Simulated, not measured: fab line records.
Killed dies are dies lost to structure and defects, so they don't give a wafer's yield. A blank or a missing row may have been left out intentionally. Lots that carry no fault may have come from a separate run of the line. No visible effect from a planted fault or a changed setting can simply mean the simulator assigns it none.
fab line records	flow n5_finfet
[record] lots = 7	wafers = 21	last_day = 18
route steps=1938 shown BEOL_M2@914 BEOL_M4@1111 PASSIVATION@1936
lots untouched by any fault: they come from a run of this same line in which no faults occurred
start_h: the number of hours between the record's first day and the start of the first shown wafer of the lot	wait_h: hours elapsed since this lot's preceding step	" as in the row above	L1.1+2: several wafers, shown together as one row	- no value, or no start given	* or withheld: withheld	< > ~ a bound
route shown NAME@n: NAME is a module with steps in the file, n the number in the route of the first one	usual: mean/standard deviation taken from wafers without a fault	same: alike in all rows	chamber/n: place in a boat	sites: per-site readings	_std_site: how widely they spread, as a standard deviation	_edge_site: outer sites' mean less inner sites'	radius_mm: how far each site lies from the wafer's centre	mask NAME#n: copy n	behind: the last tool/chamber to shape the wafer	hold: the reason the lot was held/the length of the hold in hours/how it ended	device: which transistor (n, p or np) failed to switch	end of line: the same wafers' tests at the end of the route	for a step that has no rows: nothing shown but its recipe	killed: not the wafer's yield, but the dies lost to structure and defects at the first sort	map: per-die view of a wafer (x killed, . not killed, _ where there is no die)
set.NAME: the setting that was run; set.NAME@STEP: the one run at that earlier step	model.NAME: the simulator's own value behind a step, which no gauge read
lots at some steps of the route; a table a step, a row a wafer
services: the hour from which a tool's chamber was out of use, counted from the record's first day as start_h (under 0 if before that day), plus the number of hours and why
[[steps]]
[step N5_BEOL_M2_SPUTTER_90]
[recipe] material = Cu	target_thk_a = 45	temp_c = -20	chamber_pressure_pa = 0.07	power_w = withheld	time_s = 8.29
[step N5_BEOL_M2_ANNEAL_91]
[recipe] temp_c = 400	time_s = 240	ambient = vacuum
[step N5_BEOL_M2_SPUTTER_92]
[recipe] material = Cu	target_thk_a = 45	temp_c = -20	chamber_pressure_pa = 0.07	power_w = withheld	time_s = 8.29
[step N5_BEOL_M2_ANNEAL_93]
[recipe] temp_c = 400	time_s = 240	ambient = vacuum
[step N5_BEOL_M2_SPUTTER_94]
[recipe] material = Cu	target_thk_a = 45	temp_c = -20	chamber_pressure_pa = 0.07	power_w = withheld	time_s = 8.29
[usual] throttle_valve_pct = 29.7/0.85
lot.wafer	tool	chamber	start_h	wait_h	throttle_valve_pct
L996.4	pvd_sputter-01	-	139.25	0.1	30.9
L996.5	"	-	"	"	29.1
L996.6	"	-	"	"	30.2
L100.1	pvd_sputter-02	-	175.70	0.1	30.8
L100.3	"	-	"	"	30.9
L100.6	"	-	"	"	30.6
L106.2	pvd_sputter-01	-	204.16	0.1	29.2
L106.3	"	-	"	"	30.8
L106.5	"	-	"	"	30.2
L107.4	pvd_sputter-03	-	211.12	0.1	29.5
L107.5	"	-	"	"	30.8
L107.6	"	-	"	"	29.5
L108.1	pvd_sputter-03	-	228.60	0.1	29.4
L108.2	"	-	"	"	30.9
L108.5	"	-	"	"	29.4
L115.1	pvd_sputter-02	-	273.30	0.1	29.1
L115.3	"	-	"	"	27.8
L115.5	"	-	"	"	27.9
L117.2	pvd_sputter-03	-	278.59	0.1	29.3
L117.3	"	-	"	"	30.8
L117.5	"	-	"	"	30.3
[step N5_BEOL_M2_ANNEAL_95]
[recipe] temp_c = 400	time_s = 240	ambient = vacuum
[step N5_BEOL_M2_SPUTTER_96]
[recipe] material = Cu	target_thk_a = 45	temp_c = -20	chamber_pressure_pa = 0.07	power_w = withheld	time_s = 8.29
[usual] throttle_valve_pct = 29.7/0.84
lot.wafer	tool	chamber	start_h	wait_h	throttle_valve_pct
L996.4	pvd_sputter-01	-	139.47	0.1	30.9
L996.5	"	-	"	"	29.2
L996.6	"	-	"	"	30.1
L100.1	pvd_sputter-02	-	175.92	0.1	30.7
L100.3	"	-	"	"	30.8
L100.6	"	-	"	"	30.9
L106.2	pvd_sputter-01	-	204.38	0.1	29.2
L106.3	"	-	"	"	30.7
L106.5	"	-	"	"	30.0
L107.4	pvd_sputter-03	-	211.34	0.1	29.6
L107.5	"	-	"	"	30.8
L107.6	"	-	"	"	29.3
L108.1	pvd_sputter-03	-	228.82	0.1	29.4
L108.2	"	-	"	"	30.6
L108.5	"	-	"	"	29.3
L115.1	pvd_sputter-02	-	273.52	0.1	29.1
L115.3	"	-	"	"	28.1
L115.5	"	-	"	"	28.0
L117.2	pvd_sputter-03	-	278.81	0.1	29.4
L117.3	"	-	"	"	30.9
L117.5	"	-	"	"	30.3
[step N5_BEOL_M2_ECD_50]
[recipe] material = Cu	target_thk_a = 3000
[step N5_BEOL_M2_ANNEAL_51]
[recipe] temp_c = 225	time_s = 90	ambient = N2
[usual] wafer_temp_C_max = 226.1/0.47
lot.wafer	tool	chamber	start_h	wait_h	wafer_temp_C_max
L996.4	rtp_anneal-01	0	139.80	0.2	226.0
L996.5	"	0	"	"	225.9
L996.6	"	0	"	"	225.7
L100.1	rtp_anneal-01	0	176.12	0.1	225.9
L100.3	"	0	"	"	226.1
L100.6	"	0	"	"	226.0
L106.2	rtp_anneal-01	0	204.62	0.1	225.7
L106.3	"	0	"	"	225.5
L106.5	"	0	"	"	225.2
L107.4	rtp_anneal-02	0	211.70	0.2	226.4
L107.5	"	0	"	"	226.7
L107.6	"	0	"	"	226.6
L108.1	rtp_anneal-01	0	229.02	0.1	226.2
L108.2	"	0	"	"	226.0
L108.5	"	0	"	"	226.3
L115.1	rtp_anneal-01	0	273.72	0.1	225.3
L115.3	"	0	"	"	225.6
L115.5	"	0	"	"	225.9
L117.2	rtp_anneal-02	0	279.31	0.4	226.8
L117.3	"	0	"	"	225.9
L117.5	"	0	"	"	226.6
[step N5_BEOL_M2_CMP_52]
[recipe] stop_on = SiOC	t_overpolish_s = 6.8	down_force_psi = 1	platen_rpm = 50	clearing_platen_down_force_psi = 1.5	clearing_platen_rpm = 50	post_cmp_clean = cu_alkaline	target_thk_nm = 40	clearing_platen_pad_velocity_m_s = 0.99484	pad_velocity_m_s = 0.99484
[usual] barrier_field_endpoint_s = 25.0/0.73	clearing_platen_down_force_psi = 1.500/0.0031	edge_zone_pressure_frac = 1.001/0.0048	motor_current_A = 6.0/0.63	overpolish_run_s = 6.801/0.0087	slurry_flow_ml_min = 150.0/0.5	time_to_endpoint_s = 63/3.5
lot.wafer	tool	chamber	start_h	wait_h	barrier_field_endpoint_s	clearing_platen_down_force_psi	edge_zone_pressure_frac	motor_current_A	overpolish_run_s	slurry_flow_ml_min	time_to_endpoint_s
L996.4	cmp-01	3	139.96	0.1	25.1	1.495	0.998	6.8	6.806	150.5	60
L996.5	"	3	"	"	25.1	1.499	1.005	6.5	6.798	149.8	62
L996.6	"	0	"	"	25.8	1.499	0.997	5.3	6.798	149.6	65
L100.1	cmp-02	0	176.42	0.3	24.2	1.503	1.002	6.8	6.814	149.9	63
L100.3	"	1	"	"	24.9	1.503	1.001	6.6	6.804	150.5	64
L100.6	"	1	"	"	24.6	1.501	1.000	6.4	6.802	150.5	63
L106.3	cmp-01	2	204.88	0.2	25.3	1.494	1.007	6.8	6.794	149.9	66
L106.2	"	1	"	"	25.6	1.504	1.001	4.9	6.792	149.6	66
L106.5	"	3	"	"	25.4	1.497	1.002	6.7	6.795	150.4	65
L107.4	cmp-01	0	212.00	0.3	25.4	1.498	1.002	5.5	6.802	150.1	69
L107.6	"	1	"	"	25.1	1.497	1.000	5.0	6.806	150.9	63
L107.5	"	2	"	"	23.9	1.495	1.003	6.2	6.799	149.7	64
L108.2	cmp-01	3	229.36	0.2	24.9	1.499	0.992	6.6	6.799	150.2	65
L108.1	"	1	"	"	25.5	1.502	0.996	4.9	6.807	150.1	63
L108.5	"	3	"	"	25.4	1.500	0.992	6.5	6.800	150.1	65
L115.1	cmp-02	1	274.09	0.3	24.0	1.499	1.001	6.5	6.798	150.0	57
L115.3	"	2	"	"	25.1	1.498	0.994	5.9	6.807	149.4	67
L115.5	"	3	"	"	24.6	1.501	1.008	5.4	6.796	150.8	57
L117.2	cmp-04	2	279.58	0.2	25.1	1.503	1.005	5.5	6.789	149.9	63
L117.3	"	0	"	"	24.4	1.501	1.002	5.5	6.802	150.0	59
L117.5	"	3	"	"	25.5	1.501	1.009	6.4	6.815	150.3	64
[step N5_BEOL_M2_THK_MEAS_53]
[recipe] thk_meas_gauge = xrf	reads = Cu_of_BEOL_M2_ECD_50
[usual] M2_THK = 39.7/1.7
lot.wafer	tool	chamber	start_h	wait_h	M2_THK[nm]
L996.4	film_metro-02	-	140.26	-	41.5
L996.5	"	-	"	"	42.4
L996.6	"	-	"	"	41.3
L100.1	film_metro-01	-	176.71	-	41.2
L100.3	"	-	"	"	37.3
L100.6	"	-	"	"	39.0
L106.2	film_metro-02	-	205.18	-	35.7
L106.3	"	-	"	"	37.9
L106.5	"	-	"	"	38.3
L107.4	film_metro-02	-	212.18	-	39.2
L107.5	"	-	"	"	39.3
L107.6	"	-	"	"	36.6
L108.1	film_metro-02	-	229.61	-	40.1
L108.2	"	-	"	"	37.8
L108.5	"	-	"	"	40.9
L115.1	film_metro-02	-	274.31	-	40.1
L115.3	"	-	"	"	43.0
L115.5	"	-	"	"	38.4
L117.2	film_metro-01	-	279.87	-	39.4
L117.3	"	-	"	"	38.1
L117.5	"	-	"	"	37.8
[step N5_BEOL_M2_PRE_CLEAN_60]
[recipe] gas = NH3/H2	time_s = 15	temp_c = *	rf_power_w = 300
[usual] heater_power_w = 76/11
lot.wafer	tool	chamber	start_h	wait_h	heater_power_w
L996.4	cvd_co-02	0	140.31	0.1	80
L996.5	"	2	"	"	61
L996.6	"	1	"	"	92
L100.1	cvd_co-01	1	176.75	0.0	67
L100.3	"	2	"	"	88
L100.6	"	0	"	"	70
L106.2	cvd_co-02	1	205.21	0.0	93
L106.3	"	0	"	"	80
L106.5	"	1	"	"	93
L107.4	cvd_co-02	0	212.32	0.1	80
L107.5	"	1	"	"	91
L107.6	"	2	"	"	61
L108.1	cvd_co-02	0	229.65	0.0	80
L108.2	"	1	"	"	92
L108.5	"	2	"	"	60
L115.1	cvd_co-01	2	274.35	0.0	91
L115.3	"	0	"	"	69
L115.5	"	0	"	"	70
L117.2	cvd_co-01	1	279.91	0.0	67
L117.3	"	2	"	"	89
L117.5	"	2	"	"	89
[step N5_BEOL_M2_CO_CAP_55]
[recipe] material = Co	target_thk_a = 20	temp_c = 200	precursor = CCTBA/H2	pressure_torr = 30	time_s = 102.1
[usual] heater_power_w = 225/14	run_length_s = 125.0/0.61
lot.wafer	tool	chamber	start_h	wait_h	heater_power_w	run_length_s	model.Co_of_BEOL_M2_CO_CAP_55.thk_nm
L996.4	cvd_co-02	0	140.37	0.0	232	124.6	2
L996.5	"	2	"	"	205	124.4	2.2
L996.6	"	1	"	"	245	125.9	2.2
L100.1	cvd_co-01	1	176.79	0.0	213	125.4	2
L100.3	"	2	"	"	249	124.4	2
L100.6	"	0	"	"	215	125.2	2.2
L106.2	cvd_co-02	1	205.25	0.0	251	126.1	1.8
L106.3	"	0	"	"	229	169.3	2.6
L106.5	"	1	"	"	242	170.7	2.8
L107.4	cvd_co-02	0	212.38	0.0	227	124.5	1.8
L107.5	"	1	"	"	244	171.2	3
L107.6	"	2	"	"	199	124.9	2
L108.1	cvd_co-02	0	229.69	0.0	228	124.5	2
L108.2	"	1	"	"	244	125.9	2
L108.5	"	2	"	"	205	169.3	3
L115.1	cvd_co-01	2	274.39	0.0	242	124.5	2.2
L115.3	"	0	"	"	215	125.1	2.2
L115.5	"	0	"	"	219	125.0	2.2
L117.2	cvd_co-01	1	279.95	0.0	214	125.2	2.2
L117.3	"	2	"	"	238	124.7	2
L117.5	"	2	"	"	248	125.2	2
[step N5_BEOL_M2_PRE_CLEAN_56]
[recipe] gas = NH3	time_s = 15	temp_c = withheld	rf_power_w = 300
[step N5_BEOL_M4_RC_MEAS_101]
[usual] DIBL_N = 37.4/2.1	DIBL_P = 37.8/2.5	IOFF_N = 0.19/0.045	IOFF_P = 0.24/0.05	ION_N = 682/16	ION_P = 467/11	SS_N = 71.9/0.67	SS_P = 73.6/0.76	VT_N = 247/3.6	VT_P = -248/3.6
lot.wafer	tool	chamber	start_h	wait_h	DIBL_N[mV/V]	DIBL_P[mV/V]	IOFF_N[nA/um]	IOFF_P[nA/um]	ION_N[uA/um]	ION_P[uA/um]	SS_N[mV/dec]	SS_P[mV/dec]	VT_N[mV]	VT_P[mV]
L996.4	prober-01	0	158.46	0.5	35.1	38.0	0.15	0.24	651	453	71.5	74.7	254	-250
L996.5	"	0	"	"	37.9	39.7	0.20	0.26	666	457	71.5	75.3	246	-250
L996.6	"	0	"	"	37.7	40.0	0.23	0.29	672	462	72.2	74.9	244	-246
L100.1	prober-02	0	197.27	0.0	40.5	40.9	0.27	0.30	683	463	72.9	74.5	243	-245
L100.3	"	0	"	"	35.1	34.1	0.14	0.17	668	459	71.7	72.3	251	-254
L100.6	"	0	"	"	37.6	37.1	0.18	0.21	687	467	72.7	73.3	247	-250
L106.2	prober-01	0	232.00	0.2	40.7	40.8	0.25	0.30	703	470	73.0	74.4	242	-244
L106.3	"	0	"	"	38.9	39.9	0.24	0.29	713	481	72.3	74.1	243	-247
L106.5	"	0	"	"	39.6	40.2	0.24	0.29	703	477	72.3	73.9	244	-244
L107.4	prober-01	0	238.09	0.5	37.3	37.1	0.19	0.25	698	483	71.3	73.1	245	-245
L107.5	"	0	"	"	39.2	39.5	0.23	0.30	706	484	72.7	73.4	245	-243
L107.6	"	0	"	"	36.7	37.0	0.19	0.24	703	478	71.7	73.2	242	-245
L108.1	prober-01	0	245.60	0.0	36.6	37.9	0.19	0.22	702	482	71.5	72.8	248	-251
L108.2	"	0	"	"	37.0	37.3	0.17	0.21	688	470	72.2	73.3	250	-251
L108.5	"	0	"	"	38.4	40.5	0.19	0.27	685	470	71.9	74.3	248	-249
L115.1	prober-01	0	292.34	0.0	36.4	34.8	0.14	0.20	664	463	71.1	72.9	253	-250
L115.3	"	0	"	"	37.4	34.6	0.14	0.19	647	449	71.5	72.5	253	-252
L115.5	"	0	"	"	35.5	33.2	0.12	0.17	652	445	70.9	72.1	255	-253
L117.2	prober-02	0	299.78	0.2	37.0	39.7	0.20	0.29	682	475	71.6	73.8	243	-244
L117.3	"	0	"	"	34.8	35.6	0.14	0.20	678	472	71.7	73.1	252	-251
L117.5	"	0	"	"	35.6	37.0	0.16	0.22	698	480	71.1	73.0	247	-248
[step N5_PASSIVATION_PROBE_49]
[usual] defect_limited_yield = 90.9/1.6	killed_at_M0_to_M3 = 34/10	killed_at_M4_up = 13/5.4	killed_at_contacts = 13/6	killed_at_front_end = 42/13	killed_at_other = 4/3.2	killed_dies = 107/18	killed_open = 69/14	killed_short = 35/7.7	sort_bin_4_leakage = 0.02/0.17	sort_bin_5_function = 5.3/1	sort_bin_6_memory = 3.3/0.75	sort_n_pass = 1073/19	sort_yield_pct = 90.9/1.6
[same] gross_dies = 1180	killed_at_back_side = 0	sort_bin_8_speed[%] = 0
lot.wafer	tool	chamber	start_h	wait_h	defect_limited_yield[%]	killed_at_M0_to_M3	killed_at_M4_up	killed_at_contacts	killed_at_front_end	killed_at_other	killed_dies	killed_open	killed_short	sort_bin_4_leakage[%]	sort_bin_5_function[%]	sort_bin_6_memory[%]	sort_n_pass	sort_yield_pct[%]
L996.4	prober-02	-	265.85	0.2	90.3	33	16	12	53	1	115	74	37	0	5.1	4.2	1065	90.3
L996.5	prober-02	-	265.90	0.2	92.5	18	27	14	30	0	89	65	22	0	5.0	2.1	1091	92.5
L996.6	prober-02	-	265.95	0.3	92.6	26	18	7	33	3	87	53	32	0	4.4	2.3	1093	92.6
L100.1	prober-02	-	294.46	0.0	90.8	27	9	9	63	1	109	64	36	0.08	5.7	3.0	1070	90.7
L100.3	prober-02	-	294.56	0.1	93.9	16	6	10	34	6	72	47	19	0	3.1	2.9	1108	93.9
L100.6	prober-02	-	294.71	0.3	90.3	20	11	11	68	4	114	68	39	0	5.3	4.1	1066	90.3
L107.4	prober-02	-	342.09	0.2	90.6	37	22	15	34	3	111	73	36	0	5.3	4.1	1069	90.6
L107.5	prober-02	-	342.14	0.2	92.7	35	8	11	29	3	86	55	31	0	4.7	2.5	1094	92.7
L107.6	prober-02	-	342.19	0.3	90.5	34	14	16	31	17	112	59	43	0	4.5	3.8	1068	90.5
L106.2	prober-01	-	342.62	0.1	90.6	30	11	22	41	7	111	66	37	0	5.8	3.5	1069	90.6
L106.3	prober-01	-	342.67	0.1	91.9	21	9	4	58	3	95	53	42	0	4.7	3.1	1085	91.9
L106.5	prober-01	-	342.77	0.2	91.1	36	7	17	41	4	105	65	38	0	5.0	3.1	1075	91.1
L108.1	prober-01	-	353.28	0.0	89.7	40	16	7	53	5	121	63	50	0	6.0	3.6	1059	89.7
L108.2	prober-01	-	353.33	0.1	87.5	44	14	23	63	3	147	102	37	0	7.0	5.1	1033	87.5
L108.5	prober-01	-	353.48	0.2	89.4	43	14	13	50	5	125	81	39	0	5.6	4.7	1055	89.4
L117.2	prober-02	-	400.82	0.1	92.4	32	21	12	23	2	90	69	18	0	5.1	2.5	1090	92.4
L117.3	prober-02	-	400.87	0.1	90.8	26	18	13	50	2	109	73	35	0	6.0	2.9	1071	90.8
L117.5	prober-02	-	400.97	0.2	92.6	22	15	14	32	4	87	57	29	0	4.1	2.7	1093	92.6
L115.1	prober-02	-	420.80	0.0	90.3	20	21	13	58	3	115	74	40	0	6.5	2.9	1065	90.3
L115.3	prober-02	-	420.90	0.1	90.2	30	11	8	58	9	116	63	44	0	6.0	3.6	1064	90.2
L115.5	prober-02	-	421.00	0.2	93.3	28	6	11	33	1	79	47	31	0	4.2	2.2	1101	93.3
// killed by level:class
L996.4 FIN_SAQP:geometric_particle:short=17 BEOL_M2:geometric_particle:open=10 FIN_SAQP:geometric_particle:open=9 STI_FIN_REVEAL:geometric_particle:open=9 MOL_CONTACT_COAG:geometric_particle:open=8 BEOL_M4:geometric_particle:open=7 BEOL_M0:geometric_particle:open=6 BEOL_M0_SAQP:geometric_particle:short=4
L996.5 BEOL_M4:geometric_particle:open=16 MOL_CONTACT_COAG:geometric_particle:open=14 FIN_SAQP:geometric_particle:short=6 GATE_CUT:geometric_particle:open=6 GATE_CUT:geometric_particle:short=5 BEOL_M2:geometric_particle:open=5 FIN_SAQP:geometric_particle:open=4 BEOL_M5:geometric_particle:open=4
L996.6 FIN_SAQP:geometric_particle:open=11 FIN_SAQP:geometric_particle:short=9 BEOL_M0_SAQP:geometric_particle:short=8 BEOL_M4:geometric_particle:open=7 BEOL_M0:geometric_particle:open=6 MOL_CONTACT_COAG:geometric_particle:open=5 BEOL_M2:geometric_particle:open=5 STI_FIN_REVEAL:geometric_particle:open=3
L100.1 FIN_SAQP:geometric_particle:open=26 FIN_SAQP:geometric_particle:short=10 MOL_CONTACT_COAG:geometric_particle:open=6 BEOL_M1:geometric_particle:open=6 BEOL_M2:geometric_particle:open=6 BEOL_M3:geometric_particle:open=6 GATE_CUT:geometric_particle:short=5 STI_FIN_REVEAL:geometric_particle:short=4
L100.3 FIN_SAQP:geometric_particle:short=10 FIN_SAQP:geometric_particle:open=9 MOL_CONTACT_COAG:geometric_particle:open=7 BEOL_M1:geometric_particle:open=7 DUMMY_GATE:geometric_particle:open=4 PASSIVATION:area_etch=4 STI_FIN_REVEAL:geometric_particle:open=3 BEOL_M2:geometric_particle:open=3
L100.6 FIN_SAQP:geometric_particle:open=21 FIN_SAQP:geometric_particle:short=14 MOL_CONTACT_COAG:geometric_particle:open=8 BEOL_M1:geometric_particle:open=8 STI_FIN_REVEAL:geometric_particle:open=6 GATE_CUT:geometric_particle:short=6 BEOL_M2:geometric_particle:open=5 FIN_CUT:area_etch=5
L107.4 BEOL_M4:geometric_particle:open=16 MOL_CONTACT_COAG:geometric_particle:open=13 BEOL_M0_SAQP:geometric_particle:short=11 BEOL_M0_SAQP:geometric_particle:open=10 STI_FIN_REVEAL:geometric_particle:open=8 BEOL_M2:geometric_particle:open=7 GATE_CUT:geometric_particle:short=5 BEOL_M4:geometric_particle:short=5
L107.5 BEOL_M1:geometric_particle:open=9 BEOL_M0_SAQP:geometric_particle:open=7 MOL_CONTACT_COAG:geometric_particle:open=6 BEOL_M0_SAQP:geometric_particle:short=6 GATE_CUT:geometric_particle:open=5 MOL_CONTACT_COAG:geometric_particle:short=5 BEOL_M2:geometric_particle:open=5 FIN_SAQP:geometric_particle:short=4
L107.6 BEOL_M0_SAQP:geometric_particle:open=12 MOL_CONTACT_COAG:geometric_particle:open=10 HKMG_FIN:area_etch=9 BEOL_M0_SAQP:geometric_particle:short=8 MIM_BOT:geometric_particle:short=8 BEOL_M4:geometric_particle:open=7 MOL_CONTACT_COAG:geometric_particle:short=6 MIM_BOT:geometric_particle:open=6
L106.2 MOL_CONTACT_COAG:geometric_particle:open=16 BEOL_M2:geometric_particle:open=8 STI_FIN_REVEAL:geometric_particle:open=7 BEOL_M0_SAQP:geometric_particle:open=7 FIN_SAQP:geometric_particle:short=6 MOL_CONTACT_COAG:geometric_particle:short=6 STARTING-WAFER:geometric_particle:open=6 FIN_SAQP:geometric_particle:open=5
L106.3 FIN_SAQP:geometric_particle:short=14 FIN_SAQP:geometric_particle:open=13 STI_FIN_REVEAL:geometric_particle:open=7 BEOL_M0_SAQP:geometric_particle:short=6 GATE_CUT:geometric_particle:short=5 BEOL_M3:geometric_particle:open=4 STI_FIN_REVEAL:geometric_particle:short=4 DUMMY_GATE:geometric_particle:open=4
L106.5 BEOL_M2:geometric_particle:open=13 MOL_CONTACT_COAG:geometric_particle:open=11 STI_FIN_REVEAL:geometric_particle:open=9 BEOL_M0_SAQP:geometric_particle:short=9 FIN_SAQP:geometric_particle:short=7 BEOL_M0_SAQP:geometric_particle:open=7 FIN_SAQP:geometric_particle:open=6 MOL_CONTACT_COAG:geometric_particle:short=6
L108.1 BEOL_M0_SAQP:geometric_particle:short=14 BEOL_M4:geometric_particle:open=9 DUMMY_GATE:geometric_particle:open=8 FIN_SAQP:geometric_particle:short=7 BEOL_M3:geometric_particle:open=7 GATE_CUT:geometric_particle:short=6 BEOL_M0_SAQP:geometric_particle:open=6 FIN_SAQP:geometric_particle:open=5
L108.2 MOL_CONTACT_COAG:geometric_particle:open=19 FIN_SAQP:geometric_particle:open=18 STI_FIN_REVEAL:geometric_particle:open=15 BEOL_M1:geometric_particle:open=10 BEOL_M0_SAQP:geometric_particle:short=10 BEOL_M0_SAQP:geometric_particle:open=7 BEOL_M3:geometric_particle:open=7 BEOL_M4:geometric_particle:open=7
L108.5 FIN_SAQP:geometric_particle:open=11 FIN_SAQP:geometric_particle:short=10 MOL_CONTACT_COAG:geometric_particle:open=10 BEOL_M2:geometric_particle:open=9 BEOL_M3:geometric_particle:open=8 BEOL_M0_SAQP:geometric_particle:open=7 BEOL_M1:geometric_particle:open=6 DUMMY_GATE:geometric_particle:open=5
L117.2 MOL_CONTACT_COAG:geometric_particle:open=11 BEOL_M2:geometric_particle:open=9 BEOL_M4:geometric_particle:open=8 STI_FIN_REVEAL:geometric_particle:open=7 BEOL_M1:geometric_particle:open=6 FIN_SAQP:geometric_particle:open=4 BEOL_M3:geometric_particle:open=4 BEOL_M0_SAQP:geometric_particle:open=4
L117.3 STI_FIN_REVEAL:geometric_particle:open=15 BEOL_M4:geometric_particle:open=12 MOL_CONTACT_COAG:geometric_particle:open=8 BEOL_M2:geometric_particle:open=8 FIN_SAQP:geometric_particle:open=5 STI_FIN_REVEAL:geometric_particle:short=5 MOL_CONTACT_COAG:geometric_particle:short=5 BEOL_M3:geometric_particle:open=5
L117.5 MOL_CONTACT_COAG:geometric_particle:open=11 STI_FIN_REVEAL:geometric_particle:open=10 BEOL_M4:geometric_particle:open=7 FIN_SAQP:geometric_particle:open=5 GATE_CUT:geometric_particle:open=5 BEOL_M0_SAQP:geometric_particle:short=5 BEOL_M1:geometric_particle:open=5 BEOL_M0_SAQP:geometric_particle:open=4
L115.1 STI_FIN_REVEAL:geometric_particle:open=18 FIN_SAQP:geometric_particle:open=13 MOL_CONTACT_COAG:geometric_particle:open=11 FIN_SAQP:geometric_particle:short=8 STARTING-WAFER:geometric_particle:short=8 BEOL_M0_SAQP:geometric_particle:short=8 BEOL_M4:geometric_particle:open=7 BEOL_M5:geometric_particle:open=7
L115.3 FIN_SAQP:geometric_particle:short=15 BEOL_M3:geometric_particle:open=12 FIN_SAQP:geometric_particle:open=10 STI_FIN_REVEAL:geometric_particle:open=9 MOL_CONTACT_COAG:geometric_particle:open=7 FIN_CUT:area_etch=7 PAD_METAL:geometric_particle:short=6 DUMMY_GATE:geometric_particle:open=5
L115.5 FIN_SAQP:geometric_particle:open=9 BEOL_M3:geometric_particle:open=9 FIN_SAQP:geometric_particle:short=8 MOL_CONTACT_COAG:geometric_particle:open=7 BEOL_M0_SAQP:geometric_particle:short=7 BEOL_M0_SAQP:geometric_particle:open=7 DUMMY_GATE:geometric_particle:open=4 MOL_CONTACT_COAG:geometric_particle:short=4
[[services]]
tool	chamber	start_h	hours	kind
cmp-01	-	116.97	-	consumable_replace:conditioner
cmp-01	-	116.97	-	consumable_replace:pad
cmp-01	-	116.97	6.3	pm
cmp-04	-	146.17	0.8	repair
cmp-01	-	147.64	1.0	repair
cvd_co-02	2	161.91	7.8	repair
cmp-02	-	173.98	0.5	repair
cvd_co-02	1	191.08	4.8	repair
cmp-02	-	191.17	9.8	repair
cmp-01	-	195.35	3.5	repair
cmp-04	-	199.06	17.2	pm
cvd_co-02	-	199.26	2.8	pm
cvd_co-01	0	207.82	6.1	repair
cmp-04	-	224.79	1.5	repair
cmp-01	-	228.23	0.9	repair
cmp-01	-	230.09	1.5	repair
cmp-02	-	239.41	4.0	pm
cmp-02	-	243.41	-	consumable_replace:conditioner
cmp-02	-	243.41	-	consumable_replace:pad
cmp-01	-	259.16	1.2	repair
cmp-02	-	263.19	4.4	pm
cmp-04	-	263.30	0.7	repair
[[key]]
[first_sign] step = N5_BEOL_M2_CO_CAP_55	reading = run_length_s	direction = up	sigmas = 73	usual = *	struck = *
effect none on later readings
[model_effect] step = N5_BEOL_M2_CO_CAP_55	value = Co_of_BEOL_M2_CO_CAP_55.thk_nm	without = 2.05	struck = 2.85
met_at N5_BEOL_M2_CO_CAP_55
struck_wafers L106.3,L106.5,L107.5,L108.5
onset_between 140.37 205.25
[fault] kind = process_parameter_drift	tool = cvd_co-02	chamber = -	onset_h = 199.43	steps = N5_BEOL_M2_CO_CAP_55	channel = time_s	offset = *	shape = step	end_h = 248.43	scope = struck_wafers_only	acts_in = *	stated = *
